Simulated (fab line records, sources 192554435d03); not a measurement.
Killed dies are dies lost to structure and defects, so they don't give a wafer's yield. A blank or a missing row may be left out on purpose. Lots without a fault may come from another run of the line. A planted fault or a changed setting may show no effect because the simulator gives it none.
Chamber matching | flow n5_finfet | N5_SD_EPI_P_ETCH_16 on rie_diel-01: 4 sister chambers
The step etches SiO2 in CHF3/O2, target depth 5 nm. 4 wafers are shown with their chamber, then 7 later ones without.

WAFERS WITH THEIR CHAMBER
wafer  | chamber | throttle_valve_pct (%)
L536.3 | 2       | 18.77
L536.4 | 1       | 19.41
L538.1 | 3       | 18.74
L538.4 | 0       | 18.58

WAFERS WITHOUT THEIR CHAMBER
wafer  | throttle_valve_pct (%)
L538.5 | 18.75
L539.1 | 18.75
L539.2 | 18.76
L539.4 | 19.42
L540.3 | 18.59
L540.4 | 18.75
L540.5 | 18.74

WHICH CHAMBER EACH WENT THROUGH
wafer  | from the rows above     | in truth
L538.5 | can't be placed: 3 or 2 | 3
L539.1 | can't be placed: 3 or 2 | 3
L539.2 | can't be placed: 2 or 3 | 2
L539.4 | 1                       | 1
L540.3 | 0                       | 0
L540.4 | can't be placed: 3 or 2 | 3
L540.5 | 3                       | 3
Placed correctly: 3 of 7. Can't be placed from these rows: 4 (the true chamber is among the candidates in 4). Placed wrongly: 0.
How it was worked out, from the rows above alone: a wafer's distance from a chamber is the root of the sum, over the readings, of the square of ((its reading less the chamber's mean) divided by the reading's scatter). The wafer belongs to the nearest chamber; if the next one is less than 2 further off, it can't be placed. A chamber's mean is the mean of its shown wafers. The scatter: with one shown wafer a chamber, the root of the mean of the squares of how far each hidden wafer lies from its nearest shown one.
